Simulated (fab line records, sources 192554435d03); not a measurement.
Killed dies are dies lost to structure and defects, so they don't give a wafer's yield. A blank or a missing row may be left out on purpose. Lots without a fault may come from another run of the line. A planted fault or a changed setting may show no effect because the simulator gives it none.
fab line records | flow n5_finfet
record lots=24 wafers=72 last_day=17
route steps=1938 shown BEOL_M4@1060
lots that met no fault: from a run of the same line without faults
start_h: hours from the record's first day to the start of the lot's first wafer shown | wait_h: hours since the lot's step before | " the same as in the row above | L1.1+2: a row that stands for several wafers | - no value, or no start given | * or withheld: withheld | < > ~ a bound
route shown NAME@n: a module of which the file shows steps, and the number in the route of the first | usual: mean/standard deviation of fault-free wafers | same: alike in all rows | chamber/n: place in a boat | sites: the reading at each site | _std_site: their standard deviation | _edge_site: outer sites' mean less inner sites' | radius_mm: how far each site lies from the wafer's centre | mask NAME#n: copy n | behind: the tool/chamber that last shaped the wafer | hold: why the lot was held/for how many hours/how that ended | device: the transistor (n, p or np) that didn't switch | end of line: the same wafers' tests at the end of the route | a step without rows: its recipe alone | killed: dies lost to structure and defects at the first sort, not the wafer's yield | map: a wafer's dies, x killed, . not, _ none there
set.NAME: the setting as run; set.NAME@STEP: as run at that earlier step | model.NAME: the simulator's own value behind a step, which no gauge read
steps of the route over a sample of lots; a table a step, a row a wafer
services: from which hour (start_h, from the record's first day; less than 0 if before it) a tool's chamber was out of use, for how many hours, and why
## steps
# step N5_BEOL_M4_ETCH_77
# recipe chemistry=N2/H2 target=underlayer target_depth_a=65 mask_material=CAR-EUV time_s=5.2 ion_energy_ev=200 pressure_mtorr=30 source_w=840 bias_w=150 n2_flow_sccm=200 h2_flow_sccm=200 ends=cleared
# usual drypump_motor_current_A=5.9/0.38 etch_rf_on_time_s=5.21/0.1 oes_product_au=0.67/0.067 rf_vpp_V=523.5/2.7 showerhead_plenum_p_Torr=2.53/0.087 throttle_valve_pct=17.83/0.2
# columns lot.wafer tool chamber start_h wait_h drypump_motor_current_A etch_rf_on_time_s oes_product_au rf_hours_counter_h rf_vpp_V showerhead_plenum_p_Torr throttle_valve_pct
L074.2 rie_diel-04 1 169.54 0.0 6.3 5.13 0.71 83 519.5 2.46 17.41
L074.3 " 3 " " 5.1 5.10 0.77 27 524.8 2.61 18.01
L074.6 " 3 " " 5.1 5.08 0.78 - 524.2 2.61 18.03
L075.1 rie_diel-03 2 172.19 0.0 5.7 5.06 0.67 126 524.0 2.56 17.77
L075.4 " 3 " " 5.9 5.35 0.62 181 522.6 2.41 18.04
L075.6 " 3 " " 5.9 5.29 0.61 - 518.9 2.41 18.06
L076.1 rie_diel-03 2 180.23 0.0 5.7 5.03 0.67 129 523.3 2.56 17.78
L076.3 " 0 " " 6.0 5.35 0.65 126 522.7 2.45 17.74
L076.5 " 2 " " 5.7 5.09 0.67 - 524.3 2.56 17.81
L077.2 rie_diel-04 3 180.46 0.0 5.1 5.15 0.77 30 526.1 2.61 18.04
L077.3 " 2 " " 6.1 5.21 0.62 224 522.9 2.52 18.05
L077.4 " 1 " " 6.3 5.17 0.71 86 523.4 2.46 17.40
L078.2 rie_diel-02 0 180.52 0.0 6.4 5.22 0.71 78 524.8 2.46 17.78
L078.3 " 3 " " 5.5 5.33 0.78 9 525.8 2.60 17.82
L078.6 " 1 " " 6.0 5.20 0.59 - 521.9 2.51 17.71
L079.1 rie_diel-03 1 199.88 0.0 6.6 5.31 0.59 232 526.0 2.50 18.06
L079.4 " 0 " " 6.0 5.34 0.63 132 521.0 2.44 17.73
L079.6 " 1 " " 6.6 5.30 0.61 - 523.2 2.50 18.07
L080.1 rie_diel-03 3 205.98 0.0 5.9 5.21 0.60 193 521.3 2.41 18.08
L080.4 " 0 " " 6.0 5.29 0.62 135 521.1 2.44 17.74
L080.5 " 1 " " 6.6 5.25 0.61 - 520.5 2.50 18.08
L081.1 rie_diel-03 3 207.68 0.0 5.9 5.28 0.60 194 521.5 2.41 18.05
L081.4 " 0 " " 6.0 5.28 0.63 135 518.3 2.44 17.74
L081.5 " 1 " " 6.6 5.24 0.59 - 521.2 2.50 18.08
L082.1 rie_diel-02 2 213.01 0.0 5.9 5.29 0.62 179 523.9 2.63 17.92
L082.2 " 3 " " 5.5 5.31 0.74 20 526.1 2.60 17.87
L082.5 " 2 " " 5.9 5.39 0.61 - 525.0 2.63 17.89
L084.2 rie_diel-02 1 213.79 0.0 6.1 5.18 0.60 223 522.9 2.51 17.73
L084.3 " 0 " " 6.3 5.10 0.71 91 523.0 2.45 17.78
L084.5 " 3 " " 5.5 5.33 0.74 - 525.6 2.60 17.85
L083.3 rie_diel-02 0 214.04 0.0 6.4 5.05 0.72 91 524.2 2.45 17.78
L083.4 " 1 " " 6.1 5.17 0.60 223 525.0 2.51 17.75
L083.6 " 3 " " 5.5 5.28 0.75 - 522.9 2.60 17.87
L085.3 rie_diel-03 2 232.81 0.0 5.7 5.04 0.66 148 525.5 2.55 17.87
L085.4 " 0 " " 6.0 5.36 0.62 145 521.2 2.44 17.77
L085.5 " 3 " " 5.9 5.26 0.60 - 521.2 2.40 18.09
L086.3 rie_diel-03 3 244.01 0.0 5.9 5.26 0.59 208 520.2 2.40 18.10
L086.5 " 0 " " 6.0 5.30 0.63 - 520.6 2.44 17.77
L086.6 " 3 " " 5.9 5.23 0.59 - 519.6 2.40 18.11
L089.3 rie_diel-02 0 250.88 0.0 6.3 5.08 0.70 101 521.7 2.45 17.80
L089.5 " 1 " " 6.1 5.15 0.57 - 520.5 2.50 17.78
L089.6 " 2 " " 5.9 5.31 0.61 - 526.2 2.63 17.89
L088.1 rie_diel-02 0 254.65 0.0 6.4 5.09 0.72 102 522.8 2.45 17.81
L088.2 " 1 " " 6.1 5.22 0.58 241 524.6 2.50 17.80
L088.4 " 2 " " 5.9 5.31 0.61 191 525.5 2.63 17.89
L090.1 rie_diel-04 1 255.83 0.0 6.3 5.25 0.68 109 523.1 2.45 17.44
L090.5 " 3 " " 5.1 5.19 0.73 - 522.4 2.60 18.09
L090.6 " 0 " " 5.8 5.15 0.76 - 527.7 2.70 17.51
L087.2 rie_diel-02 0 264.76 0.0 6.3 5.05 0.72 105 523.2 2.45 17.80
L087.3 " 2 " " 5.9 5.29 0.61 194 527.7 2.63 17.89
L087.5 " 3 " " 5.5 5.22 0.73 - 522.8 2.59 17.91
L092.1 rie_diel-03 0 269.17 0.0 6.0 5.28 0.62 162 520.0 2.43 17.77
L092.2 " 2 " " 5.7 5.11 0.64 165 522.5 2.55 17.84
L092.4 " 0 " " 6.0 5.35 0.60 - 521.5 2.43 17.77
L093.1 rie_diel-02 0 277.28 0.0 6.4 5.11 0.69 110 520.3 2.44 17.81
L093.3 " 2 " " 5.9 5.33 0.60 198 527.4 2.62 17.95
L093.5 " 0 " " 6.4 5.10 0.71 - 522.5 2.44 17.81
L094.1 rie_diel-04 0 282.11 0.0 5.8 5.15 0.74 42 528.8 2.69 17.52
L094.3 " 1 " " 6.3 5.18 0.68 122 520.5 2.45 17.48
L094.4 " 3 " " 5.1 5.19 0.71 - 525.2 2.59 18.10
L091.1 rie_diel-04 3 288.46 0.0 5.1 5.24 0.70 66 525.2 2.59 18.13
L091.2 " 0 " " 5.8 5.16 0.74 45 528.5 2.69 17.55
L091.4 " 2 " " 6.1 5.06 0.84 0 523.5 2.51 17.67
L095.3 rie_diel-02 3 288.75 0.0 5.5 5.29 0.71 50 527.4 2.59 17.90
L095.4 " 2 " " 5.9 5.45 0.60 - 523.9 2.62 17.92
L095.6 " 0 " " 6.3 5.11 0.69 - 520.0 2.44 17.81
L096.2 rie_diel-04 2 292.98 0.0 6.1 5.18 0.81 3 520.9 2.50 17.70
L096.4 " 3 " " 5.1 5.27 0.71 68 526.2 2.59 18.12
L096.6 " 1 " " 6.3 5.27 0.67 - 521.5 2.45 17.46
L097.3 rie_diel-04 2 303.43 0.0 6.1 5.08 0.82 6 523.1 2.50 17.71
L097.5 " 3 " " 5.1 5.14 0.71 - 524.4 2.59 18.13
L097.6 " 0 " " 5.8 5.17 0.73 - 528.0 2.69 17.54
# step N5_BEOL_M4_ETCH_69
# recipe chemistry=CF4 target=SiARC target_depth_a=156 mask_material=CAR-EUV time_s=26 ion_energy_ev=80 pressure_mtorr=40 source_w=545 bias_w=36 Ar_flow_sccm=100 cf4_flow_sccm=100 ends=cleared
# usual drypump_motor_current_A=5.9/0.38 etch_rf_on_time_s=26.1/0.53 mfc_ar_sccm=100.02/0.3 oes_product_au=0.67/0.067 rf_vpp_V=183.9/1.1 showerhead_plenum_p_Torr=2.13/0.07 throttle_valve_pct=15.57/0.19
# columns lot.wafer tool chamber start_h wait_h drypump_motor_current_A etch_rf_on_time_s mfc_ar_sccm oes_product_au rf_hours_counter_h rf_vpp_V showerhead_plenum_p_Torr throttle_valve_pct
L074.2 rie_diel-04 1 169.55 0.0 6.3 26.2 99.98 0.71 83 182.0 2.07 15.22
L074.3 " 3 " " 5.1 25.7 100.35 0.77 27 185.0 2.19 15.63
L074.6 " 3 " " 5.1 26.1 100.59 0.76 - 184.4 2.19 15.64
L075.1 rie_diel-03 2 172.20 0.0 5.7 25.4 99.87 0.68 126 183.9 2.15 15.46
L075.4 " 3 " " 5.9 26.9 100.56 0.61 181 182.4 2.04 15.83
L075.6 " 3 " " 5.9 27.0 100.39 0.60 - 183.0 2.04 15.82
L076.1 rie_diel-03 2 180.24 0.0 5.7 24.7 100.24 0.68 129 184.0 2.15 15.48
L076.3 " 0 " " 6.0 26.3 99.74 0.64 126 182.4 2.05 15.53
L076.5 " 2 " " 5.7 24.9 100.01 0.67 - 185.9 2.15 15.47
L077.2 rie_diel-04 3 180.48 0.0 5.1 26.0 100.30 0.76 30 183.7 2.19 15.63
L077.3 " 2 " " 6.1 27.0 100.42 0.60 224 184.1 2.10 15.65
L077.4 " 1 " " 6.3 26.2 100.10 0.70 86 183.7 2.07 15.22
L078.2 rie_diel-02 0 180.53 0.0 6.4 25.5 99.31 0.73 78 182.4 2.08 15.52
L078.3 " 3 " " 5.5 26.6 100.08 0.77 9 184.9 2.19 15.53
L078.6 " 1 " " 6.0 26.1 99.91 0.59 - 184.7 2.13 15.58
L079.1 rie_diel-03 1 199.89 0.0 6.6 26.2 100.18 0.60 232 183.4 2.11 15.86
L079.4 " 0 " " 6.0 26.4 99.89 0.63 132 184.7 2.05 15.53
L079.6 " 1 " " 6.6 26.4 99.53 0.60 - 184.1 2.11 15.88
L080.1 rie_diel-03 3 206.00 0.0 5.9 26.6 99.95 0.60 193 184.0 2.04 15.85
L080.4 " 0 " " 6.0 26.8 100.45 0.63 135 183.0 2.05 15.55
L080.5 " 1 " " 6.6 26.6 100.33 0.60 - 184.0 2.11 15.88
L081.1 rie_diel-03 3 207.69 0.0 5.9 26.7 99.61 0.60 194 182.6 2.04 15.88
L081.4 " 0 " " 6.0 26.4 99.82 0.64 135 183.5 2.05 15.54
L081.5 " 1 " " 6.6 26.4 100.10 0.60 - 183.2 2.11 15.87
L082.1 rie_diel-02 2 213.03 0.0 5.9 26.4 100.52 0.62 179 184.7 2.20 15.52
L082.2 " 3 " " 5.5 26.4 100.16 0.75 20 184.9 2.19 15.56
L082.5 " 2 " " 5.9 26.6 100.12 0.61 - 183.5 2.20 15.51
L084.2 rie_diel-02 1 213.81 0.0 6.0 26.0 99.58 0.59 223 182.4 2.13 15.62
L084.3 " 0 " " 6.3 25.8 99.85 0.72 91 184.7 2.07 15.54
L084.5 " 3 " " 5.5 26.8 100.26 0.75 - 183.4 2.19 15.57
L083.3 rie_diel-02 0 214.06 0.0 6.3 25.4 100.29 0.71 91 184.0 2.07 15.54
L083.4 " 1 " " 6.0 25.8 99.60 0.59 223 182.4 2.13 15.62
L083.6 " 3 " " 5.5 26.2 99.61 0.76 - 185.5 2.18 15.56
L085.3 rie_diel-03 2 232.83 0.0 5.7 24.9 100.07 0.66 148 184.2 2.14 15.51
L085.4 " 0 " " 6.0 26.3 99.82 0.63 145 184.1 2.05 15.58
L085.5 " 3 " " 5.9 26.3 99.62 0.60 - 182.2 2.04 15.89
L086.3 rie_diel-03 3 244.02 0.0 5.9 26.4 99.67 0.59 208 183.8 2.04 15.90
L086.5 " 0 " " 6.0 26.6 99.44 0.62 - 183.1 2.05 15.58
L086.6 " 3 " " 5.9 26.2 99.80 0.60 - 183.3 2.04 15.91
L089.3 rie_diel-02 0 250.89 0.0 6.3 26.0 100.01 0.70 101 182.7 2.07 15.57
L089.5 " 1 " " 6.0 26.4 100.22 0.57 - 185.3 2.13 15.65
L089.6 " 2 " " 5.9 26.8 100.61 0.61 - 185.7 2.20 15.54
L088.1 rie_diel-02 0 254.66 0.0 6.3 25.6 99.84 0.71 102 182.5 2.07 15.56
L088.2 " 1 " " 6.0 25.9 99.90 0.58 241 184.4 2.12 15.65
L088.4 " 2 " " 5.9 26.7 99.24 0.61 191 184.6 2.20 15.53
L090.1 rie_diel-04 1 255.84 0.0 6.3 26.0 100.17 0.69 109 183.3 2.07 15.26
L090.5 " 3 " " 5.1 26.0 99.69 0.73 - 183.8 2.18 15.68
L090.6 " 0 " " 5.8 25.9 99.98 0.76 - 186.4 2.28 15.28
L087.2 rie_diel-02 0 264.77 0.0 6.4 25.9 100.24 0.70 105 183.9 2.07 15.57
L087.3 " 2 " " 5.9 26.8 100.08 0.61 194 184.0 2.20 15.55
L087.5 " 3 " " 5.5 26.8 100.25 0.72 - 185.2 2.18 15.60
L092.1 rie_diel-03 0 269.19 0.0 6.0 26.6 99.99 0.62 162 183.8 2.04 15.59
L092.2 " 2 " " 5.7 25.2 100.01 0.65 165 183.6 2.13 15.55
L092.4 " 0 " " 6.0 26.6 100.42 0.62 - 182.3 2.04 15.58
L093.1 rie_diel-02 0 277.30 0.0 6.3 25.5 100.33 0.70 110 184.3 2.07 15.58
L093.3 " 2 " " 5.8 26.7 100.26 0.60 198 185.1 2.20 15.57
L093.5 " 0 " " 6.3 25.6 100.06 0.70 - 183.1 2.07 15.58
L094.1 rie_diel-04 0 282.13 0.0 5.8 25.8 99.94 0.74 42 185.4 2.28 15.31
L094.3 " 1 " " 6.3 26.1 100.44 0.68 122 182.6 2.06 15.29
L094.4 " 3 " " 5.1 25.9 99.85 0.72 - 184.0 2.17 15.70
L091.1 rie_diel-04 3 288.48 0.0 5.1 26.0 100.35 0.72 66 183.4 2.17 15.71
L091.2 " 0 " " 5.7 25.9 99.99 0.74 45 184.5 2.27 15.29
L091.4 " 2 " " 6.1 25.9 100.33 0.85 0 183.7 2.09 15.23
L095.3 rie_diel-02 3 288.77 0.0 5.5 26.7 100.17 0.71 50 184.4 2.18 15.63
L095.4 " 2 " " 5.9 26.7 100.36 0.60 - 185.4 2.20 15.57
L095.6 " 0 " " 6.3 26.0 99.90 0.70 - 182.8 2.07 15.59
L096.2 rie_diel-04 2 292.99 0.0 6.1 25.9 99.36 0.82 3 183.2 2.09 15.24
L096.4 " 3 " " 5.1 26.1 100.31 0.71 68 184.7 2.17 15.72
L096.6 " 1 " " 6.3 26.1 100.30 0.68 - 183.1 2.06 15.30
L097.3 rie_diel-04 2 303.45 0.0 6.1 25.6 100.12 0.81 6 184.7 2.09 15.23
L097.5 " 3 " " 5.1 25.9 100.20 0.71 - 183.2 2.17 15.72
L097.6 " 0 " " 5.7 25.9 99.78 0.74 - 186.3 2.27 15.30
# step N5_BEOL_M4_OCD_MEAS_38
# usual trench_depth_nm=55.2/0.87
# columns lot.wafer tool chamber start_h wait_h trench_depth_nm
L074.2 ocd-01 - 172.84 - 53.9
L074.3 " - " " 55.1
L074.6 " - " " 54.0
L075.1 ocd-02 - 172.97 - 55.6
L075.4 " - " " 56.1
L075.6 " - " " 56.1
L076.1 ocd-02 - 182.87 - 53.9
L076.3 " - " " 56.5
L076.5 " - " " 55.4
L078.2 ocd-02 - 188.70 - 55.5
L078.3 " - " " 53.5
L078.6 " - " " 55.0
L077.2 ocd-01 - 188.71 - 54.2
L077.3 " - " " 54.7
L077.4 " - " " 55.1
L079.1 ocd-01 - 204.90 - 54.8
L079.4 " - " " 55.6
L079.6 " - " " 55.5
L080.1 ocd-01 - 208.21 - 54.4
L080.4 " - " " 55.0
L080.5 " - " " 55.8
L081.1 ocd-01 - 211.98 - 54.5
L081.4 " - " " 55.1
L081.5 " - " " 54.1
L082.1 ocd-02 - 214.61 - 55.9
L082.2 " - " " 56.7
L082.5 " - " " 55.6
L083.3 ocd-01 - 219.58 - 54.9
L083.4 " - " " 53.7
L083.6 " - " " 54.7
L084.2 ocd-02 - 219.77 - 56.7
L084.3 " - " " 54.4
L084.5 " - " " 55.9
L085.3 ocd-01 - 241.18 - 53.7
L085.4 " - " " 53.9
L085.5 " - " " 56.1
L086.3 ocd-02 - 246.28 - 56.6
L086.5 " - " " 55.3
L086.6 " - " " 55.1
L089.3 ocd-02 - 253.48 - 54.0
L089.5 " - " " 54.8
L089.6 " - " " 56.2
L088.1 ocd-01 - 258.25 - 54.8
L088.2 " - " " 54.4
L088.4 " - " " 54.2
L090.1 ocd-01 - 262.44 - 55.5
L090.5 " - " " 54.9
L090.6 " - " " 56.5
L087.2 ocd-01 - 272.42 - 54.9
L087.3 " - " " 54.1
L087.5 " - " " 55.2
L092.1 ocd-02 - 276.78 - 56.0
L092.2 " - " " 54.6
L092.4 " - " " 54.2
L094.1 ocd-01 - 286.38 - 56.1
L094.3 " - " " 55.0
L094.4 " - " " 54.3
L093.1 ocd-02 - 286.45 - 55.4
L093.3 " - " " 56.2
L093.5 " - " " 55.4
L091.1 ocd-02 - 295.08 - 54.6
L091.2 " - " " 56.5
L091.4 " - " " 54.3
L095.3 ocd-01 - 295.38 - 55.4
L095.4 " - " " 56.3
L095.6 " - " " 56.8
L096.2 ocd-02 - 295.44 - 54.5
L096.4 " - " " 54.9
L096.6 " - " " 53.6
L097.3 ocd-01 - 305.83 - 55.2
L097.5 " - " " 55.3
L097.6 " - " " 56.0
# step N5_BEOL_M4_CD_MEAS_35
# recipe target_cd_nm=18 target_cd_y_nm=22.4 polarity=opening
# usual cd_nm=18.1/0.34
# columns lot.wafer tool chamber start_h wait_h cd_nm
L074.2 cd_sem-02 - 172.99 0.0 17.5
L074.3 " - " " 18.0
L074.6 " - " " 18.1
L075.1 cd_sem-01 - 173.12 0.0 17.9
L075.4 " - " " 17.4
L075.6 " - " " 18.9
L076.1 cd_sem-01 - 183.02 0.0 18.1
L076.3 " - " " 17.8
L076.5 " - " " 18.0
L078.2 cd_sem-03 - 188.85 0.0 17.6
L078.3 " - " " 17.9
L078.6 " - " " 18.1
L077.2 cd_sem-01 - 188.87 0.0 17.9
L077.3 " - " " 17.4
L077.4 " - " " 17.3
L079.1 cd_sem-03 - 205.05 0.0 18.1
L079.4 " - " " 18.3
L079.6 " - " " 18.4
L080.1 cd_sem-01 - 208.36 0.0 18.2
L080.4 " - " " 17.5
L080.5 " - " " 18.2
L081.1 cd_sem-03 - 212.14 0.0 17.6
L081.4 " - " " 18.7
L081.5 " - " " 17.7
L082.1 cd_sem-01 - 214.79 0.0 18.7
L082.2 " - " " 18.3
L082.5 " - " " 18.1
L083.3 cd_sem-03 - 219.73 0.0 17.7
L083.4 " - " " 18.0
L083.6 " - " " 17.7
L084.2 cd_sem-02 - 219.93 0.0 18.3
L084.3 " - " " 18.5
L084.5 " - " " 18.4
L085.3 cd_sem-01 - 241.33 0.0 18.3
L085.4 " - " " 18.0
L085.5 " - " " 17.6
L086.3 cd_sem-02 - 246.44 0.0 18.4
L086.5 " - " " 18.0
L086.6 " - " " 17.9
L089.3 cd_sem-01 - 253.64 0.0 18.0
L089.5 " - " " 18.0
L089.6 " - " " 18.1
L088.1 cd_sem-03 - 258.41 0.0 17.9
L088.2 " - " " 18.3
L088.4 " - " " 18.1
L090.1 cd_sem-02 - 262.59 0.0 17.9
L090.5 " - " " 17.9
L090.6 " - " " 18.3
L087.2 cd_sem-03 - 272.57 0.0 18.1
L087.3 " - " " 18.7
L087.5 " - " " 18.0
L092.1 cd_sem-03 - 276.94 0.0 18.1
L092.2 " - " " 18.0
L092.4 " - " " 18.4
L094.1 cd_sem-02 - 286.54 0.0 18.3
L094.3 " - " " 18.4
L094.4 " - " " 18.1
L093.1 cd_sem-01 - 286.61 0.0 18.3
L093.3 " - " " 18.1
L093.5 " - " " 18.2
L091.1 cd_sem-02 - 295.33 0.0 17.7
L091.2 " - " " 17.8
L091.4 " - " " 18.1
L095.3 cd_sem-02 - 295.54 0.0 17.9
L095.4 " - " " 18.0
L095.6 " - " " 18.2
L096.2 cd_sem-01 - 295.69 0.0 18.2
L096.4 " - " " 18.5
L096.6 " - " " 18.2
L097.3 cd_sem-02 - 305.99 0.0 18.6
L097.5 " - " " 18.9
L097.6 " - " " 18.8
# step N5_BEOL_M4_ANNEAL_49
# recipe temp_c=400 time_s=240 ambient=vacuum
# usual heater_power_w=844/88
# columns lot.wafer tool chamber start_h wait_h heater_power_w
L074.2 pvd_sputter-03 - 176.03 0.0 785
L074.3 " - " " 842
L074.6 " - " " 836
L075.1 pvd_sputter-02 - 176.29 0.0 948
L075.4 " - " " 660
L075.6 " - " " 676
L076.1 pvd_sputter-02 - 185.44 0.0 963
L076.3 " - " " 671
L076.5 " - " " 833
L078.2 pvd_sputter-03 - 190.08 0.0 847
L078.3 " - " " 764
L078.6 " - " " 847
L077.2 pvd_sputter-02 - 190.26 0.0 674
L077.3 " - " " 1024
L077.4 " - " " 948
L079.1 pvd_sputter-03 - 206.38 0.0 800
L079.4 " - " " 756
L079.6 " - " " 849
L080.1 pvd_sputter-03 - 209.46 0.0 861
L080.4 " - " " 843
L080.5 " - " " 830
L081.1 pvd_sputter-01 - 213.52 0.0 801
L081.4 " - " " 903
L081.5 " - " " 903
L082.1 pvd_sputter-03 - 217.28 0.0 813
L082.2 " - " " 778
L082.5 " - " " 818
L083.3 pvd_sputter-02 - 220.84 0.0 829
L083.4 " - " " 1034
L083.6 " - " " 1011
L084.2 pvd_sputter-01 - 221.03 0.0 771
L084.3 " - " " 906
L084.5 " - " " 892
L085.3 pvd_sputter-01 - 242.93 0.0 876
L085.4 " - " " 796
L085.5 " - " " 809
L086.3 pvd_sputter-03 - 247.91 0.0 753
L086.5 " - " " 816
L086.6 " - " " 757
L089.3 pvd_sputter-02 - 256.29 0.0 995
L089.5 " - " " 833
L089.6 " - " " 682
L088.1 pvd_sputter-01 - 261.17 0.0 729
L088.2 " - " " 893
L088.4 " - " " 807
L090.1 pvd_sputter-01 - 264.17 0.0 738
L090.5 " - " " 887
L090.6 " - " " 793
L087.2 pvd_sputter-03 - 273.86 0.0 857
L087.3 " - " " 834
L087.5 " - " " 823
L092.1 pvd_sputter-02 - 278.16 0.0 1006
L092.2 " - " " 678
L092.4 " - " " 850
L093.1 pvd_sputter-03 - 289.01 0.0 765
L093.3 " - " " 843
L093.5 " - " " 827
L094.1 pvd_sputter-02 - 289.50 0.0 818
L094.3 " - " " 937
L094.4 " - " " 996
L091.1 pvd_sputter-03 - 297.15 0.0 810
L091.2 " - " " 774
L091.4 " - " " 850
L095.3 pvd_sputter-02 - 297.25 0.0 656
L095.4 " - " " 1022
L095.6 " - " " 1044
L096.2 pvd_sputter-01 - 298.34 0.0 887
L096.4 " - " " 933
L096.6 " - " " 915
L097.3 pvd_sputter-01 - 307.27 0.0 744
L097.5 " - " " 714
L097.6 " - " " 869
# step N5_BEOL_M4_INSPECT_59
# recipe inspect_instrument=darkfield mode=post_dep
# usual raw_defect_count=72/23
# columns lot.wafer tool chamber start_h wait_h raw_defect_count
L074.2 defect_inspect-02 - 178.78 0.0 37
L074.3 " - " " 48
L074.6 " - " " 80
L075.1 defect_inspect-02 - 179.28 0.0 92
L075.4 " - " " 89
L075.6 " - " " 66
L076.1 defect_inspect-01 - 188.19 0.0 95
L076.3 " - " " 144
L076.5 " - " " 85
L078.2 defect_inspect-01 - 192.89 0.0 57
L078.3 " - " " 82
L078.6 " - " " 86
L077.2 defect_inspect-02 - 193.11 0.0 73
L077.3 " - " " 42
L077.4 " - " " 33
L079.1 defect_inspect-01 - 209.23 0.0 61
L079.4 " - " " 45
L079.6 " - " " 49
L080.1 defect_inspect-01 - 212.33 0.0 34
L080.4 " - " " 52
L080.5 " - " " 63
L081.1 defect_inspect-02 - 217.58 0.0 57
L081.4 " - " " 45
L081.5 " - " " 57
L082.1 defect_inspect-01 - 220.08 0.0 82
L082.2 " - " " 49
L082.5 " - " " 69
L083.3 defect_inspect-01 - 223.93 0.0 60
L083.4 " - " " 46
L083.6 " - " " 144
L084.2 defect_inspect-02 - 224.06 0.0 55
L084.3 " - " " 114
L084.5 " - " " 97
L085.3 defect_inspect-01 - 245.69 0.0 54
L085.4 " - " " 80
L085.5 " - " " 71
L086.3 defect_inspect-01 - 250.68 0.0 77
L086.5 " - " " 90
L086.6 " - " " 65
L089.3 defect_inspect-02 - 259.13 0.0 105
L089.5 " - " " 94
L089.6 " - " " 82
L088.1 defect_inspect-02 - 264.32 0.0 62
L088.2 " - " " 64
L088.4 " - " " 81
L090.1 defect_inspect-02 - 267.18 0.0 98
L090.5 " - " " 75
L090.6 " - " " 78
L087.2 defect_inspect-02 - 276.63 0.0 81
L087.3 " - " " 67
L087.5 " - " " 59
L092.1 defect_inspect-02 - 280.99 0.0 79
L092.2 " - " " 79
L092.4 " - " " 49
L093.1 defect_inspect-02 - 291.82 0.0 51
L093.3 " - " " 56
L093.5 " - " " 90
L094.1 defect_inspect-02 - 292.31 0.0 64
L094.3 " - " " 61
L094.4 " - " " 60
L091.1 defect_inspect-02 - 300.23 0.0 102
L091.2 " - " " 74
L091.4 " - " " 61
L095.3 defect_inspect-02 - 300.32 0.0 60
L095.4 " - " " 44
L095.6 " - " " 43
L096.2 defect_inspect-01 - 301.18 0.0 46
L096.4 " - " " 54
L096.6 " - " " 58
L097.3 defect_inspect-01 - 310.09 0.0 105
L097.5 " - " " 111
L097.6 " - " " 65
## services
# columns tool chamber start_h hours kind
pvd_sputter-02 - 156.98 2.5 repair
rie_diel-02 1 186.80 2.4 repair
rie_diel-02 0 218.61 13.5 repair
rie_diel-04 3 229.55 4.3 repair
rie_diel-03 1 249.80 - clean
rie_diel-03 1 249.80 - consumable_replace:focus_ring
rie_diel-03 1 249.80 19.8 scheduled_down
rie_diel-03 1 249.80 19.8 vent_cycle
pvd_sputter-01 - 254.97 2.7 repair
rie_diel-04 2 266.04 - clean
rie_diel-04 2 266.04 - consumable_replace:focus_ring
rie_diel-04 2 266.04 20.8 scheduled_down
rie_diel-04 2 266.04 20.8 vent_cycle
rie_diel-03 2 280.67 4.3 repair
rie_diel-02 1 282.03 - clean
rie_diel-02 1 282.03 - consumable_replace:focus_ring
rie_diel-02 1 282.03 19.3 scheduled_down
rie_diel-02 1 282.03 19.3 vent_cycle
rie_diel-03 0 298.30 15.4 repair
## key
fault none
